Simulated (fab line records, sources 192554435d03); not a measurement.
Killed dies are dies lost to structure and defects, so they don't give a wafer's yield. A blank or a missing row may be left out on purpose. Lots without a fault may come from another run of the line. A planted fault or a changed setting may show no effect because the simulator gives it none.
fab line records | flow n5_finfet
record lots=9 wafers=27 last_day=17
route steps=1938 shown ILD0@340 SDB@356 BEOL_M4@1111 PASSIVATION@1936
lots that met no fault: from a run of the same line without faults
start_h: hours from the record's first day to the start of the lot's first wafer shown | wait_h: hours since the lot's step before | " the same as in the row above | L1.1+2: a row that stands for several wafers | - no value, or no start given | * or withheld: withheld | < > ~ a bound
route shown NAME@n: a module of which the file shows steps, and the number in the route of the first | usual: mean/standard deviation of fault-free wafers | same: alike in all rows | chamber/n: place in a boat | sites: the reading at each site | _std_site: their standard deviation | _edge_site: outer sites' mean less inner sites' | radius_mm: how far each site lies from the wafer's centre | mask NAME#n: copy n | behind: the tool/chamber that last shaped the wafer | hold: why the lot was held/for how many hours/how that ended | device: the transistor (n, p or np) that didn't switch | end of line: the same wafers' tests at the end of the route | a step without rows: its recipe alone | killed: dies lost to structure and defects at the first sort, not the wafer's yield | map: a wafer's dies, x killed, . not, _ none there
set.NAME: the setting as run; set.NAME@STEP: as run at that earlier step | model.NAME: the simulator's own value behind a step, which no gauge read
steps of the route over a sample of lots; a table a step, a row a wafer
services: from which hour (start_h, from the record's first day; less than 0 if before it) a tool's chamber was out of use, for how many hours, and why
## steps
# step N5_ILD0_CMP_07
# recipe stop_on=poly-Si material=SiO2_flowable t_overpolish_s=1.18 post_cmp_clean=alkaline_brush down_force_psi=4.1491 platen_rpm=51.796 pad_velocity_m_s=1.0306 target_thk_nm=138.88
# usual motor_current_A=12.7/0.75
# columns lot.wafer tool chamber start_h wait_h motor_current_A
L591.4 cmp-03 3 63.29 0.0 13.6
L591.2 " 0 " " 11.9
L591.1 " 1 " " 12.6
L593.3 cmp-04 2 76.51 0.0 13.2
L593.2 " 0 " " 12.0
L593.5 " 2 " " 12.7
L600.4 cmp-02 0 116.96 0.1 13.0
L600.2 " 2 " " 13.5
L600.5 " 3 " " 12.5
L601.2 cmp-04 3 123.80 0.0 11.9
L601.6 " 3 " " 12.8
L601.5 " 0 " " 11.6
L605.3 cmp-04 2 148.24 0.1 13.7
L605.6 " 1 " " 13.2
L605.5 " 2 " " 14.5
L606.4 cmp-02 2 154.38 0.0 12.9
L606.1 " 3 " " 12.4
L606.3 " 0 " " 13.1
L608.3 cmp-04 0 164.63 0.0 11.1
L608.2 " 3 " " 12.6
L608.5 " 0 " " 11.4
L611.1 cmp-04 1 181.23 0.1 13.4
L611.4 " 3 " " 12.2
L611.6 " 0 " " 11.3
L613.1 cmp-04 3 197.04 0.2 12.6
L613.3 " 0 " " 11.7
L613.5 " 2 " " 13.5
# step N5_SDB_CD_MEAS_11
# recipe target_cd_nm=50 landing_energy_ev=500 detector=se_inlens polarity=opening
# usual cd_nm=49.8/1
# columns lot.wafer tool chamber start_h wait_h cd_nm
L591.1 cd_sem-03 0 67.21 - 51.2
L591.2 " 0 " " 50.3
L591.4 " 0 " " 50.0
L593.2 cd_sem-01 0 80.72 - 49.5
L593.3 " 0 " " 48.4
L593.5 " 0 " " 49.0
L600.2 cd_sem-02 0 120.96 - 50.8
L600.4 " 0 " " 49.8
L600.5 " 0 " " 49.5
L601.2 cd_sem-03 0 127.70 - 50.3
L601.5 " 0 " " 50.5
L601.6 " 0 " " 50.2
L605.3 cd_sem-02 0 152.10 - 51.2
L605.5 " 0 " " 50.8
L605.6 " 0 " " 50.1
L606.1 cd_sem-01 0 158.30 - 51.7
L606.3 " 0 " " 51.0
L606.4 " 0 " " 49.2
L608.2 cd_sem-01 0 168.65 - 49.6
L608.3 " 0 " " 51.7
L608.5 " 0 " " 50.2
L611.1 cd_sem-01 0 185.44 - 49.4
L611.4 " 0 " " 49.9
L611.6 " 0 " " 50.5
L613.1 cd_sem-02 0 200.86 - 50.7
L613.3 " 0 " " 49.4
L613.5 " 0 " " 49.2
# step N5_SDB_ETCH_25
# recipe chemistry=C4F6/O2 target=SiO2 target_depth_a=100 time_s=3.3 ion_energy_ev=250 mask_material=SiNx pressure_mtorr=30 source_w=345 bias_w=185 Ar_flow_sccm=300 C4F6_flow_sccm=10 O2_flow_sccm=10
# usual chamber_pressure_mTorr=29.999/0.029 drypump_motor_current_A=5.7/0.51 oes_o_777_au=0.80/0.09 oes_product_au=0.79/0.09 rf_vpp_V=665/14 showerhead_plenum_p_Torr=2.81/0.098 throttle_valve_pct=21.22/0.21
# columns lot.wafer tool chamber start_h wait_h chamber_pressure_mTorr drypump_motor_current_A oes_o_777_au oes_product_au rf_hours_counter_h rf_vpp_V showerhead_plenum_p_Torr throttle_valve_pct
L591.1 rie_diel-05 0 68.05 0.0 30.019 5.7 0.78 0.78 138 674 2.83 21.35
L591.2 " 2 " " 30.022 6.5 0.83 0.86 85 691 2.85 20.95
L591.4 " 1 " " 29.970 6.1 0.78 0.78 155 643 2.70 21.29
L593.2 rie_diel-04 0 81.60 0.0 29.991 6.0 0.79 0.77 108 659 2.98 21.26
L593.3 " 1 " " 29.988 5.8 0.98 0.95 6 640 2.92 21.41
L593.5 " 1 " " 30.051 5.8 0.98 0.95 - 639 2.92 21.41
L600.2 rie_diel-06 0 123.01 0.5 30.020 6.5 0.67 0.68 230 662 2.82 21.31
L600.4 " 0 " " 29.990 6.4 0.68 0.68 - 664 2.82 21.31
L600.5 " 1 " " 29.957 5.6 0.77 0.75 - 653 2.62 21.38
L601.2 rie_diel-06 1 129.16 0.8 29.979 5.6 0.75 0.74 169 654 2.62 21.37
L601.5 " 1 " " 30.009 5.6 0.76 0.74 - 653 2.62 21.38
L601.6 " 2 " " 29.942 5.6 0.96 0.96 - 668 2.88 20.79
L605.3 rie_diel-06 0 152.82 0.0 30.011 6.5 0.67 0.68 237 662 2.82 21.33
L605.5 " 3 " " 29.971 5.1 0.93 0.94 - 670 2.79 21.01
L605.6 " 0 " " 30.050 6.5 0.67 0.68 - 662 2.82 21.33
L606.1 rie_diel-04 2 158.94 0.0 29.983 4.9 0.70 0.71 195 680 2.95 21.24
L606.3 " 0 " " 30.000 6.0 0.78 0.76 137 657 2.97 21.32
L606.4 " 3 " " 29.991 4.9 0.75 0.73 152 669 2.74 21.47
L608.2 rie_diel-06 1 169.29 0.1 30.068 5.6 0.75 0.73 181 654 2.62 21.40
L608.3 " 2 " " 29.982 5.6 0.93 0.93 21 669 2.88 20.81
L608.5 " 3 " " 30.008 5.1 0.92 0.93 - 670 2.79 21.02
L611.1 rie_diel-04 3 187.13 0.1 30.036 4.9 0.73 0.72 163 668 2.74 21.47
L611.4 " 1 " " 29.993 5.8 0.88 0.86 - 639 2.91 21.48
L611.6 " 2 " " 29.957 4.9 0.70 0.70 - 681 2.94 21.28
L613.1 rie_diel-06 1 201.75 0.0 29.980 5.6 0.74 0.73 190 653 2.61 21.40
L613.3 " 2 " " 29.989 5.6 0.90 0.90 31 668 2.87 20.84
L613.5 " 2 " " 29.976 5.6 0.90 0.91 - 667 2.87 20.83
# step N5_SDB_ALD_29
# recipe material=SiNx target_thk_a=300 temp_c=400 ald_precursor_family=SiH2I2 ald_co_reactant=N2/H2-plasma pulse_time_s=1 ald_cycles=600 purge_time_s=2 co_reactant_purge_time_s=2 pressure_torr=2
# usual ald_cycles=600/0 heater_power_w=823/70 precursor_pulse_height_rel=0.996/0.02
# columns lot.wafer tool chamber start_h wait_h ald_cycles heater_power_w precursor_pulse_height_rel
L591.1 ald_sin-04 3 68.69 0.4 600 847 0.980
L591.2 " 1 " " 600 840 1.013
L591.4 " 0 " " 600 977 1.014
L593.2 ald_sin-02 1 81.87 0.0 600 858 0.998
L593.3 " 2 " " 600 815 1.010
L593.5 " 3 83.22 1.4 600 804 0.984
L600.2 ald_sin-04 0 123.28 0.0 600 981 0.991
L600.4 " 2 " " 600 888 0.985
L600.5 " 3 124.63 1.4 600 857 0.986
L601.2 ald_sin-02 1 129.42 0.0 600 897 0.974
L601.5 " 1 130.78 1.4 869 892 1.009
L601.6 " 2 " " 600 808 0.991
L605.3 ald_sin-01 3 153.09 0.0 600 743 0.952
L605.5 " 1 154.44 1.4 600 850 0.991
L605.6 " 2 " " 600 719 0.977
L606.1 ald_sin-01 1 159.21 0.0 600 839 1.029
L606.3 " 3 " " 600 757 1.028
L606.4 " 0 " " 600 736 1.041
L608.2 ald_sin-01 1 169.55 0.0 600 832 1.013
L608.3 " 2 " " 600 731 0.989
L608.5 " 0 170.91 1.4 600 758 0.980
L611.1 ald_sin-02 2 187.41 0.0 600 781 0.994
L611.4 " 0 " " 600 818 0.986
L611.6 " 1 188.76 1.4 600 884 0.987
L613.1 ald_sin-04 3 202.19 0.2 600 795 1.019
L613.3 " 2 " " 600 847 0.993
L613.5 " 2 203.55 1.6 600 858 1.016
# step N5_BEOL_M4_RC_MEAS_101
# usual DIBL_N=35.9/1.9 DIBL_P=35.8/2.4 IOFF_N=0.15/0.031 IOFF_P=0.21/0.037 ION_N=672/13 ION_P=462/8.3 SS_N=71.5/0.72 SS_P=73.2/0.67 VT_N=250/3.4 VT_P=-250/3.4
# columns lot.wafer tool chamber start_h wait_h DIBL_N[mV/V] DIBL_P[mV/V] IOFF_N[nA/um] IOFF_P[nA/um] ION_N[uA/um] ION_P[uA/um] SS_N[mV/dec] SS_P[mV/dec] VT_N[mV] VT_P[mV]
L591.1 prober-02 0 166.95 0.0 37.0 37.6 0.15 0.22 676 466 71.2 73.8 250 -250
L591.2 " 0 " " 36.5 35.3 0.13 0.18 657 450 71.2 73.2 253 -253
L591.4 " 0 " " 36.5 36.1 0.13 0.19 660 457 71.4 72.7 252 -251
L593.2 prober-02 0 184.98 0.2 32.8 33.2 0.11 0.14 650 452 70.8 72.9 255 -258
L593.3 " 0 " " 33.6 34.1 0.11 0.14 640 435 70.8 73.1 259 -259
L593.5 " 0 " " 32.4 32.9 0.10 0.13 651 444 70.5 72.6 258 -258
L600.2 prober-02 0 220.61 0.2 37.3 35.6 0.15 0.20 661 455 72.2 73.8 252 -250
L600.4 " 0 " " 40.0 39.7 0.20 0.27 683 464 73.4 73.9 248 -249
L600.5 " 0 " " 34.2 33.6 0.11 0.18 652 455 71.5 72.0 255 -252
L601.2 prober-01 0 225.77 0.2 35.1 35.3 0.13 0.17 665 456 70.7 72.8 253 -254
L601.5 " 0 " " 33.3 33.8 0.11 0.15 658 457 70.6 73.1 255 -257
L601.6 " 0 " " 36.9 37.2 0.16 0.20 675 459 72.0 73.7 251 -251
L606.1 prober-01 0 256.16 0.0 38.7 40.9 0.24 0.30 691 472 72.6 73.3 244 -245
L606.3 " 0 " " 38.1 38.9 0.21 0.25 670 463 72.7 72.8 247 -244
L606.4 " 0 " " 36.4 37.9 0.17 0.22 684 469 71.6 74.0 251 -247
L608.2 prober-02 0 261.13 0.2 39.6 39.5 0.21 0.29 684 476 71.4 74.8 243 -247
L608.3 " 0 " " 38.2 36.9 0.18 0.24 682 469 72.2 73.5 247 -251
L608.5 " 0 " " 36.8 36.1 0.16 0.22 674 464 71.6 73.5 248 -249
L605.3 prober-01 0 261.58 0.3 34.7 34.6 0.13 0.18 674 464 70.5 73.1 248 -256
L605.5 " 0 " " 36.6 36.6 0.15 0.20 669 457 71.8 72.7 251 -250
L605.6 " 0 " " 36.2 35.9 0.14 0.19 683 465 71.5 72.9 253 -252
L611.1 prober-01 0 295.81 0.0 37.3 37.4 0.19 0.26 682 470 71.5 73.0 244 -246
L611.4 " 0 " " 35.4 36.2 0.16 0.23 676 472 70.8 73.6 247 -248
L611.6 " 0 " " 35.8 35.8 0.17 0.23 688 471 70.9 72.9 247 -248
L613.1 prober-01 0 310.02 0.0 38.1 39.6 0.19 0.26 677 462 72.5 74.5 246 -246
L613.3 " 0 " " 37.9 38.2 0.18 0.23 696 474 72.1 74.2 249 -248
L613.5 " 0 " " 35.8 37.0 0.15 0.20 674 464 71.2 74.0 251 -251
# step N5_PASSIVATION_PROBE_49
# usual defect_limited_yield=91.6/1.2 killed_at_M0_to_M3=33/9.4 killed_at_M4_up=13/5.2 killed_at_contacts=13/5.6 killed_at_front_end=37/9.5 killed_at_other=4/3.1 killed_dies=99/15 killed_on_rim=13/3.6 killed_open=65/11 killed_short=32/7.5 sort_bin_5_function=4.9/0.77 sort_bin_6_memory=3.1/0.65 sort_n_pass=1081/15 sort_yield_pct=91.6/1.2
# same gross_dies=1180 killed_at_back_side=0 sort_bin_4_leakage[%]=0 sort_bin_8_speed[%]=0
# columns lot.wafer tool chamber start_h wait_h defect_limited_yield[%] killed_at_M0_to_M3 killed_at_M4_up killed_at_contacts killed_at_front_end killed_at_other killed_dies killed_on_rim killed_open killed_short sort_bin_5_function[%] sort_bin_6_memory[%] sort_n_pass sort_yield_pct[%]
L600.2 prober-02 - 325.96 0.1 92.5 37 5 2 40 5 89 6 62 25 4.7 2.8 1091 92.5
L600.4 prober-02 - 326.06 0.2 92.4 33 11 5 36 5 90 12 54 35 4.1 3.1 1090 92.4
L600.5 prober-02 - 326.11 0.2 91.9 30 13 12 36 5 96 9 67 26 4.7 3.1 1084 91.9
L601.2 prober-01 - 339.81 0.1 93.7 16 11 8 33 6 74 7 51 21 3.7 2.2 1106 93.7
L601.5 prober-01 - 339.96 0.2 93.1 25 15 15 26 1 82 14 49 32 4.0 2.6 1098 93.1
L601.6 prober-01 - 340.01 0.3 93.1 16 11 4 41 10 82 7 53 27 4.2 2.5 1098 93.1
L611.1 prober-01 - 389.76 0.0 92.3 34 16 15 26 0 91 13 58 31 4.6 2.7 1089 92.3
L611.4 prober-01 - 389.91 0.2 92.7 38 12 9 25 2 86 9 54 32 3.4 3.3 1094 92.7
L611.6 prober-01 - 390.01 0.3 94.2 21 12 12 22 1 68 11 39 22 3.2 2.1 1112 94.2
# killed by level:class
L600.2 BEOL_M3:geometric_particle:open=15 BEOL_M1:geometric_particle:open=9 FIN_SAQP:geometric_particle:short=7 DUMMY_GATE:geometric_particle:open=7 ILD0:geometric_particle:open=6 BEOL_M0:geometric_particle:open=4 FIN_SAQP:geometric_particle:open=3 ILD0:geometric_particle:short=3
L600.4 BEOL_M3:geometric_particle:open=12 FIN_SAQP:geometric_particle:short=11 FIN_SAQP:geometric_particle:open=8 MOL_CONTACT_COAG:geometric_particle:open=5 BEOL_M0_SAQP:geometric_particle:open=5 BEOL_M0_SAQP:geometric_particle:short=4 BEOL_M1:geometric_particle:open=4 ILD0:geometric_particle:short=3
L600.5 MOL_CONTACT_COAG:geometric_particle:open=8 BEOL_M1:geometric_particle:open=8 FIN_SAQP:geometric_particle:open=7 DUMMY_GATE:geometric_particle:open=7 BEOL_M4:geometric_particle:open=7 BEOL_M3:geometric_particle:open=5 FIN_SAQP:geometric_particle:short=4 MOL_CONTACT_COAG:geometric_particle:short=4
L601.2 MOL_CONTACT_COAG:geometric_particle:open=8 FIN_SAQP:geometric_particle:open=7 STI_FIN_REVEAL:geometric_particle:open=6 BEOL_M0_SAQP:geometric_particle:short=5 BEOL_M4:geometric_particle:open=5 BEOL_M0_SAQP:geometric_particle:open=4 BEOL_M3:geometric_particle:open=4 BEOL_M6:geometric_particle:open=4
L601.5 MOL_CONTACT_COAG:geometric_particle:open=10 BEOL_M0_SAQP:geometric_particle:short=10 GATE_CUT:geometric_particle:short=7 DUMMY_GATE:geometric_particle:open=6 BEOL_M0_SAQP:geometric_particle:open=6 MOL_CONTACT_COAG:geometric_particle:short=5 BEOL_M4:geometric_particle:open=4 FIN_SAQP:geometric_particle:open=3
L601.6 STI_FIN_REVEAL:geometric_particle:open=9 BEOL_M0_SAQP:geometric_particle:open=7 FIN_SAQP:geometric_particle:open=6 FIN_SAQP:geometric_particle:short=6 BEOL_M4:geometric_particle:open=6 PAD_METAL:geometric_particle:open=5 MOL_CONTACT_COAG:geometric_particle:open=4 STARTING-WAFER:geometric_particle:short=4
L611.1 MOL_CONTACT_COAG:geometric_particle:open=12 BEOL_M0_SAQP:geometric_particle:open=10 BEOL_M0_SAQP:geometric_particle:short=8 FIN_SAQP:geometric_particle:open=7 ILD0:geometric_particle:short=4 BEOL_M3:geometric_particle:open=4 BEOL_M5:geometric_particle:open=4 MOL_CONTACT_COAG:geometric_particle:short=3
L611.4 BEOL_M3:geometric_particle:open=13 BEOL_M1:geometric_particle:open=8 MOL_CONTACT_COAG:geometric_particle:open=7 BEOL_M3:geometric_particle:short=7 FIN_SAQP:geometric_particle:short=6 FIN_SAQP:geometric_particle:open=5 STI_FIN_REVEAL:geometric_particle:open=5 BEOL_M0_SAQP:geometric_particle:short=5
L611.6 MOL_CONTACT_COAG:geometric_particle:open=10 BEOL_M0_SAQP:geometric_particle:short=5 BEOL_M3:geometric_particle:open=5 BEOL_M1:coat_microbubble_printed=4 GATE_CUT:geometric_particle:short=3 BEOL_M5:geometric_particle:open=3 STARTING-WAFER:geometric_particle:short=3 STARTING-WAFER:geometric_particle:open=3
## services
# columns tool chamber start_h hours kind
ald_sin-04 0 44.63 1.3 repair
cmp-04 - 44.89 4.0 pm
ald_sin-01 1 44.99 4.0 repair
ald_sin-04 - 55.42 0.8 repair
ald_sin-01 1 73.24 10.1 repair
rie_diel-04 - 74.60 3.1 repair
cmp-02 - 81.87 0.7 repair
rie_diel-06 0 82.55 4.1 repair
cmp-02 - 84.96 2.6 repair
ald_sin-02 - 85.25 14.0 pm
cmp-02 - 121.68 0.6 repair
cmp-04 - 126.40 0.5 repair
cmp-04 - 132.51 3.9 repair
ald_sin-04 1 141.33 2.9 repair
ald_sin-02 1 145.62 15.5 repair
ald_sin-04 1 155.26 4.3 repair
ald_sin-01 3 161.83 3.1 repair
rie_diel-04 0 167.03 32.6 repair
cmp-04 - 168.52 7.0 pm
ald_sin-02 - 171.60 0.4 repair
ald_sin-04 - 177.93 14.0 pm
rie_diel-04 3 191.39 5.6 repair
cmp-02 - 202.31 4.0 pm
cmp-04 - 202.78 8.0 repair
## key
first_sign step=N5_SDB_ALD_29 reading=ald_cycles direction=up sigmas=99+ usual=* struck=*
effect none on later readings
met_at N5_SDB_ALD_29
struck_lots L601
struck_wafers L601.5
not_acting_at N5_ILD0_CMP_07,N5_SDB_CD_MEAS_11,N5_SDB_ETCH_25
onset_between 81.87 129.42
fault kind=process_parameter_drift tool=ald_sin-02 chamber=- onset_h=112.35 steps=N5_SDB_ALD_29 channel=ald_cycles offset=* shape=step end_h=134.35 scope=struck_wafers_only acts_in=* stated=*
